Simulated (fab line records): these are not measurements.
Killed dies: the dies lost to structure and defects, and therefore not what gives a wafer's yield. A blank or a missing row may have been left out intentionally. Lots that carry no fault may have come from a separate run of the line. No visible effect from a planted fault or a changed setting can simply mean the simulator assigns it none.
fab line records    flow nand_harc
record lots=6  wafers=18  last_day=33
route steps=1302 shown A_DECK1_JOINT@544 A_ONON_D2@545 END@1302
lots untouched by any fault: they come from a run of this same line in which no faults occurred
start_h: start of the lot's first displayed wafer, in hours after the record's first day    wait_h: how many hours have passed since the lot's step before this one    " same as the row above    L1.1+2: a row that stands for several wafers    - value missing, or start not given    * or withheld: withheld    < > ~ a bound
route shown NAME@n: names a module that has steps shown in the file, with the first one's number in the route    usual: average and standard deviation across the fault-free wafers    same: alike in all rows    chamber/n: place in a boat    sites: per-site readings    _std_site: how widely they spread, as a standard deviation    _edge_site: inner sites' mean taken away from outer sites' mean    radius_mm: how far each site lies from the wafer's centre    mask NAME#n: copy n    behind: tool/chamber where the wafer was last shaped    hold: reason for holding the lot/hours on hold/outcome of the hold    device: whichever transistor did not switch (one of n, p or np)    end of line: the same wafers' tests at the end of the route    a step without rows: its recipe alone    killed: dies lost to structure and defects at the first sort, not the wafer's yield    map: per-die view of a wafer (x killed, . not killed, _ where there is no die)
set.NAME: the setting the step ran with; set.NAME@STEP: the setting that earlier step ran with    model.NAME: the simulator's own value behind a step, which no gauge read
lots seen at some steps along the route; tables by step, rows by wafer
services: when a tool's chamber went out of use (start_h, in hours from the record's first day, below 0 if earlier), for how many hours, and the reason
## steps
# step NHARC_A_DECK1_JOINT_INSPECT_05
# usual raw_defect_count=309/130
lot.wafer  tool               chamber  start_h  wait_h  raw_defect_count
L368.3     defect_inspect-01  -        274.69   0.0     384
L368.5     "                  -        "        "       540
L368.6     "                  -        "        "       241
L369.2     defect_inspect-01  -        286.60   0.0     370
L369.3     "                  -        "        "       229
L369.5     "                  -        "        "       400
L373.1     defect_inspect-01  -        340.20   0.0     178
L373.2     "                  -        "        "       336
L373.6     "                  -        "        "       526
L374.1     defect_inspect-01  -        360.67   0.0     157
L374.3     "                  -        "        "       167
L374.4     "                  -        "        "       220
L384.1     defect_inspect-01  -        450.20   0.0     328
L384.3     "                  -        "        "       265
L384.6     "                  -        "        "       281
L387.3     defect_inspect-01  -        489.69   0.0     249
L387.5     "                  -        "        "       187
L387.6     "                  -        "        "       220
# step NHARC_A_ONON_D2_DEP_00
# recipe target_thk_a=10000  n2_flow_sccm=2750  n2o_flow_sccm=2000  nh3_flow_sccm=500  sih4_flow_sccm=210  temp_c=400
# step NHARC_A_ONON_D2_THK_MEAS_02
# recipe thk_meas_gauge=ellipsometry
# usual thk_nm=999/9.7
lot.wafer  tool           chamber  start_h  wait_h  thk_nm
L368.3     film_metro-01  -        275.27   -       991
L368.5     "              -        "        "       993
L368.6     "              -        "        "       990
L369.2     film_metro-02  -        287.18   -       1000
L369.3     "              -        "        "       1000
L369.5     "              -        "        "       999
L373.1     film_metro-01  -        340.78   -       1001
L373.2     "              -        "        "       1001
L373.6     "              -        "        "       1001
L374.1     film_metro-02  -        361.25   -       998
L374.3     "              -        "        "       997
L374.4     "              -        "        "       997
L384.1     film_metro-01  -        450.78   -       994
L384.3     "              -        "        "       995
L384.6     "              -        "        "       994
L387.3     film_metro-02  -        490.26   -       1000
L387.5     "              -        "        "       997
L387.6     "              -        "        "       1000
# step NHARC_A_ONON_D2_DEP_03
# recipe target_thk_a=10000  n2_flow_sccm=2750  n2o_flow_sccm=2000  nh3_flow_sccm=500  sih4_flow_sccm=210  temp_c=400
# step NHARC_A_ONON_D2_THK_MEAS_05
# recipe thk_meas_gauge=ellipsometry
# usual thk_nm=1002/11
lot.wafer  tool           chamber  start_h  wait_h  thk_nm
L368.3     film_metro-02  -        275.84   -       1006
L368.5     "              -        "        "       1005
L368.6     "              -        "        "       1005
L369.2     film_metro-02  -        287.75   -       1002
L369.3     "              -        "        "       1002
L369.5     "              -        "        "       1004
L373.1     film_metro-01  -        341.35   -       990
L373.2     "              -        "        "       990
L373.6     "              -        "        "       991
L374.1     film_metro-02  -        361.82   -       990
L374.3     "              -        "        "       992
L374.4     "              -        "        "       992
L384.1     film_metro-01  -        451.35   -       1003
L384.3     "              -        "        "       1004
L384.6     "              -        "        "       1004
L387.3     film_metro-01  -        490.83   -       1005
L387.5     "              -        "        "       1004
L387.6     "              -        "        "       1003
# step NHARC_A_ONON_D2_DEP_06
# recipe target_thk_a=10000  n2_flow_sccm=2750  n2o_flow_sccm=2000  nh3_flow_sccm=500  sih4_flow_sccm=210  temp_c=400
# step NHARC_A_ONON_D2_THK_MEAS_08
# recipe thk_meas_gauge=ellipsometry
# usual thk_nm=998/7.3
lot.wafer  tool           chamber  start_h  wait_h  thk_nm
L368.3     film_metro-01  -        276.41   -       1002
L368.5     "              -        "        "       1000
L368.6     "              -        "        "       1003
L369.2     film_metro-01  -        288.33   -       995
L369.3     "              -        "        "       995
L369.5     "              -        "        "       995
L373.1     film_metro-02  -        341.92   -       1005
L373.2     "              -        "        "       1004
L373.6     "              -        "        "       1005
L374.1     film_metro-01  -        362.39   -       1008
L374.3     "              -        "        "       1008
L374.4     "              -        "        "       1008
L384.1     film_metro-01  -        451.92   -       994
L384.3     "              -        "        "       996
L384.6     "              -        "        "       995
L387.3     film_metro-02  -        491.39   -       1001
L387.5     "              -        "        "       1001
L387.6     "              -        "        "       1001
# step NHARC_A_ONON_D2_DEP_09
# recipe target_thk_a=10000  n2_flow_sccm=2750  n2o_flow_sccm=2000  nh3_flow_sccm=500  sih4_flow_sccm=210  temp_c=400
# step NHARC_A_ONON_D2_THK_MEAS_11
# recipe thk_meas_gauge=ellipsometry
# usual thk_nm=1000/9.2
lot.wafer  tool           chamber  start_h  wait_h  thk_nm
L368.3     film_metro-02  -        276.97   -       1018
L368.5     "              -        "        "       1016
L368.6     "              -        "        "       1017
L369.2     film_metro-01  -        288.90   -       1006
L369.3     "              -        "        "       1006
L369.5     "              -        "        "       1006
L373.1     film_metro-01  -        342.49   -       1015
L373.2     "              -        "        "       1013
L373.6     "              -        "        "       1014
L374.1     film_metro-02  -        362.95   -       992
L374.3     "              -        "        "       994
L374.4     "              -        "        "       993
L384.1     film_metro-01  -        452.49   -       997
L384.3     "              -        "        "       997
L384.6     "              -        "        "       997
L387.3     film_metro-02  -        491.96   -       992
L387.5     "              -        "        "       990
L387.6     "              -        "        "       991
# step NHARC_A_ONON_D2_DEP_12
# recipe target_thk_a=10000  n2_flow_sccm=2750  n2o_flow_sccm=2000  nh3_flow_sccm=500  sih4_flow_sccm=210  temp_c=400
# step NHARC_A_ONON_D2_THK_MEAS_14
# recipe thk_meas_gauge=ellipsometry
# usual thk_nm=997/9.4
lot.wafer  tool           chamber  start_h  wait_h  thk_nm
L368.3     film_metro-01  -        277.54   -       993
L368.5     "              -        "        "       992
L368.6     "              -        "        "       991
L369.2     film_metro-01  -        289.46   -       989
L369.3     "              -        "        "       991
L369.5     "              -        "        "       989
L373.1     film_metro-01  -        343.05   -       989
L373.2     "              -        "        "       989
L373.6     "              -        "        "       989
L374.1     film_metro-02  -        363.52   -       1000
L374.3     "              -        "        "       998
L374.4     "              -        "        "       998
L384.1     film_metro-02  -        453.05   -       1011
L384.3     "              -        "        "       1013
L384.6     "              -        "        "       1013
L387.3     film_metro-02  -        492.53   -       1013
L387.5     "              -        "        "       1014
L387.6     "              -        "        "       1013
# step NHARC_A_ONON_D2_ANNEAL_15
# recipe temp_c=750  time_s=3600
# step NHARC_A_ONON_D2_DEP_16
# recipe target_thk_a=10000  n2_flow_sccm=2750  n2o_flow_sccm=2000  nh3_flow_sccm=500  sih4_flow_sccm=210  temp_c=400
# usual n2o_flow_sccm=1999/6.6  susceptor_temp_C=400.00/0.22
lot.wafer  tool           chamber  start_h  wait_h  n2o_flow_sccm  susceptor_temp_C
L368.3     pecvd_onon-04  0        284.49   0.5     2005           399.99
L368.5     "              0        "        "       2009           400.21
L368.6     "              0        "        "       2002           400.26
L369.2     pecvd_onon-03  0        296.40   0.4     1998           400.07
L369.3     "              0        "        "       1994           399.92
L369.5     "              0        "        "       2000           400.26
L373.1     pecvd_onon-03  0        350.33   0.4     1991           399.59
L373.2     "              0        "        "       1998           399.89
L373.6     "              0        "        "       1990           399.58
L374.1     pecvd_onon-03  0        371.35   0.4     1996           400.04
L374.3     "              0        "        "       2003           400.01
L374.4     "              0        "        "       1994           399.93
L384.1     pecvd_onon-03  0        461.48   0.4     2006           400.02
L384.3     "              0        "        "       2005           399.79
L384.6     "              0        "        "       1991           400.12
L387.3     pecvd_onon-02  0        498.50   0.5     1998           400.31
L387.5     "              0        "        "       1999           399.95
L387.6     "              0        "        "       2000           399.94
# step NHARC_A_ONON_D2_THK_MEAS_18
# recipe thk_meas_gauge=ellipsometry
# usual thk_nm=998/8.8
lot.wafer  tool           chamber  start_h  wait_h  thk_nm
L368.3     film_metro-02  -        284.89   -       1012
L368.5     "              -        "        "       1011
L368.6     "              -        "        "       1010
L369.2     film_metro-02  -        296.85   -       1009
L369.3     "              -        "        "       1008
L369.5     "              -        "        "       1008
L373.1     film_metro-02  -        350.84   -       1567
L373.2     "              -        "        "       1568
L373.6     "              -        "        "       1567
L374.1     film_metro-01  -        371.87   -       1569
L374.3     "              -        "        "       1568
L374.4     "              -        "        "       1569
L384.1     film_metro-02  -        461.98   -       998
L384.3     "              -        "        "       998
L384.6     "              -        "        "       1000
L387.3     film_metro-01  -        498.90   -       988
L387.5     "              -        "        "       990
L387.6     "              -        "        "       987
# step NHARC_A_ONON_D2_DEP_19
# recipe target_thk_a=10000  n2_flow_sccm=2750  n2o_flow_sccm=2000  nh3_flow_sccm=500  sih4_flow_sccm=210  temp_c=400
# step NHARC_END_SORT_01
# recipe temp_c=25
# usual killed_at_array=53/21  killed_at_other=1.0/1.3  killed_at_periphery=3.8/2.4  killed_dies=58/21  killed_open=3.4/1.9  killed_short=2.4/1.5
# same gross_dies=677
lot.wafer  tool       chamber  start_h  wait_h  killed_at_array  killed_at_other  killed_at_periphery  killed_dies  killed_open  killed_short
L373.1     prober-02  0        626.74   2.5     673              0                4                    677          1            2
L373.2     prober-02  0        627.54   2.8     673              0                4                    677          2            1
L373.6     prober-02  0        630.73   4.0     675              1                1                    677          3            3
L374.1     prober-02  0        663.59   2.5     670              1                6                    677          2            2
L374.3     prober-02  0        665.16   3.1     671              0                6                    677          6            1
L374.4     prober-02  0        665.94   3.3     671              0                6                    677          2            1
L384.1     prober-01  0        742.71   2.5     42               3                4                    49           3            2
L384.3     prober-01  0        744.31   3.1     51               1                1                    53           2            2
L384.6     prober-01  0        746.70   4.0     35               3                4                    42           6            4
# killed by level:class
L373.1 A_ONON_D2:area_dep=618 A_CHANNEL_HOLE_D1:chamber_film_flake=29 A_SLIT:chamber_film_flake=14 A_CHANNEL_HOLE_D2:chamber_film_flake=6 A_CONTACT:chamber_film_flake=4 P_CONTACT:geometric_particle:open=1 P_CONTACT:geometric_particle:short=1 P_M1:geometric_particle:short=1
L373.2 A_ONON_D2:area_dep=621 A_SLIT:chamber_film_flake=18 A_CHANNEL_HOLE_D1:chamber_film_flake=16 A_CHANNEL_HOLE_D2:chamber_film_flake=8 P_ZERO_WELL:chamber_film_flake=2 A_CHANNEL_FILL_D2:chamber_film_flake=2 A_STAIRCASE:chamber_film_flake=2 A_CONTACT:chamber_film_flake=2
L373.6 A_ONON_D2:area_dep=590 A_CHANNEL_HOLE_D1:chamber_film_flake=38 A_SLIT:chamber_film_flake=24 A_CHANNEL_HOLE_D2:chamber_film_flake=13 A_ONON_D2:geometric_particle:short=2 A_CONTACT:chamber_film_flake=2 A_ONON_D1:geometric_particle:open=1 A_ONON_D2:geometric_particle:open=1
L374.1 A_ONON_D2:area_dep=655 A_CHANNEL_HOLE_D2:chamber_film_flake=7 P_CONTACT:geometric_particle:short=2 P_ZERO_WELL:chamber_film_flake=2 A_DECK1_JOINT:chamber_film_flake=2 A_CONTACT:chamber_film_flake=2 P_GATE:geometric_particle:open=1 A_M0:geometric_particle:open=1
L374.3 A_ONON_D2:area_dep=639 A_CHANNEL_HOLE_D2:chamber_film_flake=14 A_CONTACT:chamber_film_flake=4 A_CHANNEL_HOLE_D1:chamber_film_flake=3 A_SLIT:chamber_film_flake=3 A_CHANNEL_FILL_D1:geometric_particle:open=2 P_M2:chamber_film_flake=2 A_STAIRCASE:chamber_film_flake=2
L374.4 A_ONON_D2:area_dep=656 A_CHANNEL_HOLE_D2:chamber_film_flake=8 P_M2:chamber_film_flake=3 A_STAIRCASE:chamber_film_flake=3 A_CHANNEL_HOLE_D1:chamber_film_flake=2 P_M1:geometric_particle:open=1 P_M2:geometric_particle:open=1 A_ONON_D1:geometric_particle:short=1
L384.1 A_CHANNEL_HOLE_D1:chamber_film_flake=33 P_GATE:chamber_film_flake=2 THIN_TSV:chamber_film_flake=2 A_SOURCE_PLATE:geometric_particle:open=1 A_ONON_D2:geometric_particle:open=1 A_CHANNEL_FILL_D2:geometric_particle:short=1 A_CHANNEL_FILL_D2:geometric_particle:open=1 A_CONTACT:geometric_particle:short=1
L384.3 A_CHANNEL_HOLE_D1:chamber_film_flake=36 A_STAIRCASE:chamber_film_flake=3 A_SLIT:chamber_film_flake=2 A_WL_FILL:chamber_film_flake=2 A_ONON_D1:geometric_particle:open=1 A_ONON_D2:geometric_particle:short=1 A_STAIRCASE:geometric_particle:short=1 A_M0:geometric_particle:open=1
L384.6 A_CHANNEL_HOLE_D1:chamber_film_flake=17 A_SLIT:chamber_film_flake=7 THIN_TSV:chamber_film_flake=3 A_CHANNEL_FILL_D2:geometric_particle:open=2 A_CHANNEL_FILL_D2:geometric_particle:short=2 P_GATE:geometric_particle:open=1 P_CONTACT:geometric_particle:open=1 P_M0:geometric_particle:open=1
# map L373.1 (x killed, . not)
____________x____________
_________xxxxxxx_________
_______xxxxxxxxxxx_______
______xxxxxxxxxxxxx______
_____xxxxxxxxxxxxxxx_____
____xxxxxxxxxxxxxxxxx____
____xxxxxxxxxxxxxxxxx____
___xxxxxxxxxxxxxxxxxxx___
___xxxxxxxxxxxxxxxxxxx___
__xxxxxxxxxxxxxxxxxxxxx__
__xxxxxxxxxxxxxxxxxxxxx__
_xxxxxxxxxxxxxxxxxxxxxxx_
_xxxxxxxxxxxxxxxxxxxxxxx_
_xxxxxxxxxxxxxxxxxxxxxxx_
_xxxxxxxxxxxxxxxxxxxxxxx_
_xxxxxxxxxxxxxxxxxxxxxxx_
xxxxxxxxxxxxxxxxxxxxxxxxx
xxxxxxxxxxxxxxxxxxxxxxxxx
xxxxxxxxxxxxxxxxxxxxxxxxx
xxxxxxxxxxxxxxxxxxxxxxxxx
xxxxxxxxxxxxxxxxxxxxxxxxx
_xxxxxxxxxxxxxxxxxxxxxxx_
_xxxxxxxxxxxxxxxxxxxxxxx_
_xxxxxxxxxxxxxxxxxxxxxxx_
_xxxxxxxxxxxxxxxxxxxxxxx_
_xxxxxxxxxxxxxxxxxxxxxxx_
__xxxxxxxxxxxxxxxxxxxxx__
__xxxxxxxxxxxxxxxxxxxxx__
___xxxxxxxxxxxxxxxxxxx___
___xxxxxxxxxxxxxxxxxxx___
____xxxxxxxxxxxxxxxxx____
____xxxxxxxxxxxxxxxxx____
_____xxxxxxxxxxxxxxx_____
______xxxxxxxxxxxxx______
_______xxxxxxxxxxx_______
_________xxxxxxx_________
____________x____________
# map L374.1 (x killed, . not)
____________x____________
_________xxxxxxx_________
_______xxxxxxxxxxx_______
______xxxxxxxxxxxxx______
_____xxxxxxxxxxxxxxx_____
____xxxxxxxxxxxxxxxxx____
____xxxxxxxxxxxxxxxxx____
___xxxxxxxxxxxxxxxxxxx___
___xxxxxxxxxxxxxxxxxxx___
__xxxxxxxxxxxxxxxxxxxxx__
__xxxxxxxxxxxxxxxxxxxxx__
_xxxxxxxxxxxxxxxxxxxxxxx_
_xxxxxxxxxxxxxxxxxxxxxxx_
_xxxxxxxxxxxxxxxxxxxxxxx_
_xxxxxxxxxxxxxxxxxxxxxxx_
_xxxxxxxxxxxxxxxxxxxxxxx_
xxxxxxxxxxxxxxxxxxxxxxxxx
xxxxxxxxxxxxxxxxxxxxxxxxx
xxxxxxxxxxxxxxxxxxxxxxxxx
xxxxxxxxxxxxxxxxxxxxxxxxx
xxxxxxxxxxxxxxxxxxxxxxxxx
_xxxxxxxxxxxxxxxxxxxxxxx_
_xxxxxxxxxxxxxxxxxxxxxxx_
_xxxxxxxxxxxxxxxxxxxxxxx_
_xxxxxxxxxxxxxxxxxxxxxxx_
_xxxxxxxxxxxxxxxxxxxxxxx_
__xxxxxxxxxxxxxxxxxxxxx__
__xxxxxxxxxxxxxxxxxxxxx__
___xxxxxxxxxxxxxxxxxxx___
___xxxxxxxxxxxxxxxxxxx___
____xxxxxxxxxxxxxxxxx____
____xxxxxxxxxxxxxxxxx____
_____xxxxxxxxxxxxxxx_____
______xxxxxxxxxxxxx______
_______xxxxxxxxxxx_______
_________xxxxxxx_________
____________x____________
## services
tool           chamber  start_h  hours  kind
pecvd_onon-04  -        311.12   13.0   pm
pecvd_onon-02  -        366.03   13.0   pm
pecvd_onon-03  -        408.00   13.0   pm
pecvd_onon-04  -        492.37   13.0   pm
## key
first_sign step=NHARC_A_ONON_D2_THK_MEAS_18  reading=thk_nm  direction=up  sigmas=65  usual=998  struck=1568
effect step=NHARC_END_SORT_01  reading=killed_dies  direction=up  sigmas=30  usual=58  struck=677
more_kills_born_at NHARC_A_ONON_D2_DEP_16@pecvd_onon-03=3779
met_at NHARC_A_ONON_D2_DEP_16
struck_wafers L373.1,L373.2,L373.6,L374.1,L374.3,L374.4
later_rows_left_out L373.1,L373.2,L373.6,L374.1,L374.3,L374.4
tester_left_out L373,L374
onset_between 296.40 350.33
fault kind=process_parameter_drift  tool=pecvd_onon-03  chamber=0  onset_h=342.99  steps=NHARC_A_ONON_D2_DEP_16  channel=target_thk_a  offset=*  shape=step  end_h=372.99  acts_in=*  stated=*
# tester_left_out: of these lots the tester's yield and bins aren't shown, on N5 and GAA mostly nor the transistor test; their killed dies are dies lost to structure and defects alone, not to doping, threshold or leakage, so they don't give the yield
# later_rows_left_out: the simulator's readings of these wafers behind a module that went badly wrong aren't trusted and aren't shown, but for the sort
